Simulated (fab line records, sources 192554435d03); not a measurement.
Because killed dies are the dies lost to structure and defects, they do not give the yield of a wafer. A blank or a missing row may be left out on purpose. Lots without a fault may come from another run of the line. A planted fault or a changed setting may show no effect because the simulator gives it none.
Chamber matching | flow n5 finfet | 4 sister chambers for N5_GATE_CUT_CMP_43 on cmp-01
The step polishes SiO2. 8 wafers are shown with their chamber, then 8 later ones without.

WAFERS WITH THEIR CHAMBER
wafer  | chamber | motor current A (A) | slurry filter dp kPa (kPa)
L075.5 | 2       | 11.2                | 13.35
L075.3 | 1       | 10.6                | 13.48
L085.1 | 1       | 9.9                 | 13.59
L085.4 | 0       | 10.8                | 13.53
L088.2 | 3       | 14.5                | 13.56
L088.5 | 0       | 10.7                | 13.64
L088.6 | 3       | 14.5                | 13.31
L089.1 | 2       | 11.7                | 13.42

WAFERS WITH NO CHAMBER GIVEN
wafer  | motor current A (A) | slurry filter dp kPa (kPa)
L089.4 | 14.9                | 13.44
L089.6 | 11.1                | 13.55
L091.2 | 14.1                | 13.28
L091.5 | 11.1                | 13.51
L091.6 | 14.2                | 13.47
L091.1 | 10.7                | 13.56
L091.3 | 11.1                | 13.80
L091.4 | 11.1                | 13.56

WHICH CHAMBER EACH WENT THROUGH
wafer  | from the rows above          | in truth
L089.4 | 3                            | 3
L089.6 | can't be placed: 0 or 2 or 1 | 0
L091.2 | 3                            | 3
L091.5 | can't be placed: 0 or 2 or 1 | 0
L091.6 | 3                            | 3
L091.1 | can't be placed: 0 or 1      | 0
L091.3 | can't be placed: 0 or 1 or 2 | 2
L091.4 | can't be placed: 0 or 2 or 1 | 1
Correct placement for 3 of the 8. Unplaceable from these rows: 5, with the true chamber sitting among the candidates in 5. Wrongly placed: 0.
How it was worked out, from the rows above alone: a wafer's distance from a chamber is the root of the sum, over the readings, of the square of ((its reading less the chamber's mean) divided by the reading's scatter). The wafer belongs to the nearest chamber; if the next one is less than 2 further off, it can't be placed. The mean given for a chamber averages the wafers shown for that chamber. The scatter: take each reading less its chamber's mean, square it, sum over the shown wafers, divide by the number of wafers less the number of chambers, and take the root.
